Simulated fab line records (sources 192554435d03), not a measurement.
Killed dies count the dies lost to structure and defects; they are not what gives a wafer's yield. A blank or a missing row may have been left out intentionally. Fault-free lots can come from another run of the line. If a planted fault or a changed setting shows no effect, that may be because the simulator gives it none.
Which tool was responsible? :: flow n5 finfet :: 36 wafers sampled from 12 lots at 1 step of a route of 1938

== WHAT THE GAUGES SHOWED, per wafer ==
N5_BEOL_M3_OVL_MEAS_29.
lot: L075
measured: day 7 08:20
on: overlay-01
V2_OVL (nm): 0.4 1.1 0.4

lot: L078
measured: day 7 23:15
on: overlay-02
V2_OVL (nm): -0.7 0.4 0.5

lot: L080
measured: day 8 10:16
on: overlay-02
V2_OVL (nm): 0.3 0.2 0.5

lot: L082
measured: day 8 23:33
on: overlay-01
V2_OVL (nm): 0.8 0.2 0.2

lot: L084
measured: day 9 12:43
on: overlay-01
V2_OVL (nm): -0.7 -0.2 0.4

lot: L086
measured: day 10 01:47
on: overlay-01
V2_OVL (nm): 2.1 1.3 1.7

lot: L088
measured: day 10 09:26
on: overlay-01
V2_OVL (nm): 0.5 0.9 0.4

lot: L090
measured: day 10 22:47
on: overlay-01
V2_OVL (nm): 0.4 0.4 1.7

lot: L092
measured: day 11 10:34
on: overlay-01
V2_OVL (nm): 0.2 0.9 1.4

lot: L094
measured: day 12 16:25
on: overlay-02
V2_OVL (nm): -1.4 0.3 -0.7

lot: L095
measured: day 12 22:53
on: overlay-02
V2_OVL (nm): 0.4 0.7 -0.5

lot: L096
measured: day 13 20:11
on: overlay-01
V2_OVL (nm): 1.0 1.2 1.5

== WHICH TOOL RAN EACH LOT (tool, then ch and the chambers of the sampled wafers, then the start) ==
There is no process step in the record ahead of these readings.

== THE ANSWER, worked out from the rows above alone ==
Rule: usual is defined by the lots themselves. Put in order of their means at a reading, lots are off if they are a third of the lots or fewer, leave a main group of 4 or more, and stand apart from it by a gap of 3 or more times the standard deviation of the main group's means; of several such gaps the widest counts. A main group whose means are all the same, to the digits that the tables above print for the reading, isn't used. Also off: a lot with no number at a reading for which 4 or more lots have one. Where the step has rows for the other lots, those lots are counted as sound.
No lot is off at any reading shown: from this, nothing can be told.

== WHAT THE SIMULATOR PUT IN ==
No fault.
